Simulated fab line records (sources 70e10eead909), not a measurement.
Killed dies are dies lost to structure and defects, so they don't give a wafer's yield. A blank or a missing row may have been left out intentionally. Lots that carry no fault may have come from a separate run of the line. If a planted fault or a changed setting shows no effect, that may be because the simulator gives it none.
Matching of chambers | flow nand harc | 3 sister chambers for NHARC_A_CONTACT_DEP_85 on pecvd-04
The step deposits SiON, target thk 60 nm. 14 wafers are shown with their chamber, then 7 later ones without.

## EACH WAFER AND ITS CHAMBER
wafer  | chamber | heater power w (W)
L074.2 | 2       | 811
L074.3 | 0       | 748
L074.6 | 0       | 763
L077.3 | 0       | 870
L077.4 | 2       | 868
L077.6 | 1       | 732
L076.1 | 2       | 906
L076.3 | 1       | 770
L076.4 | 0       | 855
L080.4 | 0       | 757
L080.5 | 2       | 920
L080.6 | 1       | 839
L086.3 | 0       | 883
L086.4 | 1       | 864

SIGNATURES (means of the wafers above)
reading        | chamber 0 | chamber 1 | chamber 2 | scatter within a chamber
heater power w | 812.67    | 801.25    | 876.25    | 58.8
Rule: distance of a wafer from a chamber = root of the sum over the readings of ((wafer's reading minus chamber's mean) / reading's scatter) squared. If the next closest chamber is less than 2 further off than the closest, the wafer can't be placed; otherwise it belongs to the closest. The scatter: take each reading less its chamber's mean, square it, sum over the shown wafers, divide by the number of wafers less the number of chambers, and take the root.

## WAFERS WITH NO CHAMBER GIVEN
wafer  | heater power w (W)
L086.5 | 891
L088.1 | 971
L088.4 | 918
L088.5 | 722
L090.1 | 813
L090.5 | 747
L090.6 | 902

## WHICH CHAMBER EACH WENT THROUGH
wafer  | from the rows above          | in truth
L086.5 | can't be placed: 2 or 0 or 1 | 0
L088.1 | can't be placed: 2 or 0 or 1 | 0
L088.4 | can't be placed: 2 or 0 or 1 | 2
L088.5 | can't be placed: 1 or 0 or 2 | 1
L090.1 | can't be placed: 0 or 1 or 2 | 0
L090.5 | can't be placed: 1 or 0 or 2 | 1
L090.6 | can't be placed: 2 or 0 or 1 | 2
Correct placement for 0 of the 7. Unplaceable from these rows: 7, with the true chamber sitting among the candidates in 7. Wrongly placed: 0.
